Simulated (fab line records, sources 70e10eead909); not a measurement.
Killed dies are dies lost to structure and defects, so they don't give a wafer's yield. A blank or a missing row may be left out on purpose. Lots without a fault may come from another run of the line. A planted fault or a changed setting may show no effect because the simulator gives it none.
Tool commonality check | flow nand_harc | 13 lots, 39 wafers sampled

WHY IT WAS OPENED
At NHARC_A_ONON_D1_THK_MEAS_30 the reading thk_nm is flagged on 2 of 13 lots. Wafers without a fault read 998 nm, standard deviation 10.
Rule: a lot is flagged when every wafer of it that has a number lies more than 4 standard deviations from that mean, or none has a number. The other lots count as sound.

lot  | measured     | on            | thk_nm (nm), wafer by wafer | flag
L734 | day 7 19:04  | film_metro-02 | 1010 1009 1008              |
L736 | day 8 09:12  | film_metro-01 | 998 999 999                 |
L735 | day 8 09:15  | film_metro-01 | 1008 1009 1007              |
L738 | day 9 01:55  | film_metro-02 | 1007 1006 1004              |
L737 | day 9 01:56  | film_metro-01 | 998 997 999                 |
L739 | day 9 10:32  | film_metro-02 | 986 984 986                 |
L743 | day 10 09:14 | film_metro-01 | 1006 1008 1008              |
L746 | day 11 12:16 | film_metro-02 | 1482 1481 1482              | FLAGGED
L748 | day 11 22:32 | film_metro-01 | 1511 1510 1510              | FLAGGED
L750 | day 12 08:47 | film_metro-02 | 979 976 977                 |
L753 | day 12 17:13 | film_metro-02 | 1016 1017 1017              |
L751 | day 12 17:13 | film_metro-01 | 1004 1002 1002              |
L757 | day 13 12:01 | film_metro-01 | 997 996 996                 |
The numbers of the flagged lots are 1496 nm on average: +498 nm against the usual, or +50 standard deviations.

WHICH TOOL RAN EACH LOT
The record holds 1 process step before the reading, out of a route of 1159 steps. In each cell: the tool, then ch and the chambers that the sampled wafers went through, then the start.
lot  | flag    | NHARC_A_ONON_D1_DEP_28
L734 |         | pecvd_onon-01 ch 0, day 7 18:36
L736 |         | pecvd_onon-04 ch 0, day 8 08:45
L735 |         | pecvd_onon-01 ch 0, day 8 08:44
L738 |         | pecvd_onon-01 ch 0, day 9 01:31
L737 |         | pecvd_onon-02 ch 0, day 9 01:26
L739 |         | pecvd_onon-02 ch 0, day 9 10:01
L743 |         | pecvd_onon-02 ch 0, day 10 08:47
L746 | FLAGGED | pecvd_onon-01 ch 0, day 11 11:45
L748 | FLAGGED | pecvd_onon-01 ch 0, day 11 22:02
L750 |         | pecvd_onon-02 ch 0, day 12 08:17
L753 |         | pecvd_onon-02 ch 0, day 12 16:46
L751 |         | pecvd_onon-04 ch 0, day 12 16:52
L757 |         | pecvd_onon-04 ch 0, day 13 11:34
What these steps do:
- NHARC_A_ONON_D1_DEP_28: target thk 1000 nm.
- NHARC_A_ONON_D1_THK_MEAS_30: measures by ellipsometry.

FLAGGED OVER TOTAL, TOOL BY TOOL (the gauges that took the reading come last)
step                        | tool          | lots run | flagged | share of the flagged lots | sound lots run after its first flagged lot
NHARC_A_ONON_D1_DEP_28      | pecvd_onon-01 | 5        | 2       | all                       | 0
NHARC_A_ONON_D1_DEP_28      | pecvd_onon-02 | 5        | 0       | none                      | -
NHARC_A_ONON_D1_DEP_28      | pecvd_onon-04 | 3        | 0       | none                      | -
NHARC_A_ONON_D1_THK_MEAS_30 | film_metro-01 | 7        | 1       | some                      | 2 (L751,L757)
NHARC_A_ONON_D1_THK_MEAS_30 | film_metro-02 | 6        | 1       | some                      | 2 (L750,L753)

WHAT THE TABLE ALLOWS
1 row of the table ran every flagged lot: pecvd_onon-01 at NHARC_A_ONON_D1_DEP_28.
- pecvd_onon-01 at NHARC_A_ONON_D1_DEP_28: 2 of its 5 lots flagged. Its last sound lot is L738 (day 9 01:31), its first flagged lot L746 (day 11 11:45): a fault that began between those two fits.
One tool is left: pecvd_onon-01 at NHARC_A_ONON_D1_DEP_28.

WHAT THE SIMULATOR HAD PUT IN
Process parameter drift: pecvd_onon-01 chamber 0, from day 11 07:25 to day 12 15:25, at NHARC_A_ONON_D1_DEP_28. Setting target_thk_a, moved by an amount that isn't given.
Lots struck among those shown: L746, L748. The rule above found the same.
